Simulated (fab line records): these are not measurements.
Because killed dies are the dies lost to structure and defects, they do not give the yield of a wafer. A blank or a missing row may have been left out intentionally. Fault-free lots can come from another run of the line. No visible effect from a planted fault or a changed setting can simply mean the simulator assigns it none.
2 desks, one fault    flow n5Finfet    what lay behind the numbers comes last; until then each desk has only its own

== METROLOGY DESK ==
What the gauges read, lot by lot, whatever tool the lot ran on: means of the sampled wafers that have a number. Any lot whose mean is over 4 standard deviations away from the usual mean is out of limits and marked OUT; that distance is given in the brackets. 7 of its 10 readings are shown, namely those furthest out on some lot.
Columns: A = DIBL_P at N5_BEOL_M4_RC_MEAS_101, usual 37.0 mV/V; B = IOFF_N at N5_BEOL_M4_RC_MEAS_101, usual 0.17 nA/um; C = IOFF_P at N5_BEOL_M4_RC_MEAS_101, usual 0.22 nA/um; D = ION_N at N5_BEOL_M4_RC_MEAS_101, usual 673 uA/um; E = ION_P at N5_BEOL_M4_RC_MEAS_101, usual 462 uA/um; F = SS_N at N5_BEOL_M4_RC_MEAS_101, usual 71.7 mV/dec; G = VT_N at N5_BEOL_M4_RC_MEAS_101, usual 250 mV
lot   first seen here  A     B     C     D    E    F     G
L334  day 9 12:34      36.1  0.15  0.18  665  453  71.5  252
L333  day 9 22:57      35.4  0.12  0.16  648  445  71.0  257
L336  day 10 08:27     36.5  0.15  0.21  672  466  71.7  250
L340  day 10 21:02     37.3  0.17  0.22  684  467  71.7  248
L339  day 10 23:26     36.2  0.13  0.19  655  453  71.0  254
L347  day 12 23:07     34.0  0.16  0.20  675  462  72.0  251
L351  day 14 18:44     37.9  0.17  0.23  677  465  71.9  249
L352  day 15 19:44     35.8  0.15  0.19  674  458  71.8  250
This desk's verdict: no lot among the 8 shows anything out of limits.

== THE DEFECT DESK ==
Per lot, the means of the sampled wafers with a number show what the inspections along the route counted. Any lot whose mean is over 4 standard deviations away from the usual mean is out of limits and marked OUT; that distance is given in the brackets.
Columns: A = rawDefectCount at N5_STI_FIN_REVEAL_INSPECT_13, usual 12
lot   first seen here  A
L333  day 3 12:54      16
L334  day 3 19:45      19
L336  day 4 06:13      12
L339  day 5 01:03      17
L340  day 5 07:11      5
L347  day 7 01:25      487 (+91) OUT
L351  day 8 01:14      15
L352  day 8 06:51      11
This desk's verdict: out of limits on L347, starting with L347 at day 7 01:25 (rawDefectCount at N5_STI_FIN_REVEAL_INSPECT_13). Within limits: L333, L334, L336, L339, L340, L351, L352.

== BROUGHT TOGETHER ==
The defect desk could have raised an alarm at day 7 01:25, on L347.
Metrology desk: nothing out of limits seen.
The metrology desk holds a record of L347, inside its limits.
On wetBench-02, each named lot ran N5_STI_FIN_REVEAL_STRIP_16.

== WHAT HAD BEEN PUT IN BY THE SIMULATOR ==
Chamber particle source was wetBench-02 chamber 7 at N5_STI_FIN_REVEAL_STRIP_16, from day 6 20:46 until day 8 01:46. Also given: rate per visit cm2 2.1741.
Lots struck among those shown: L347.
Hours from the fault's start to each desk's first reading out of limits: the defect desk, 5.
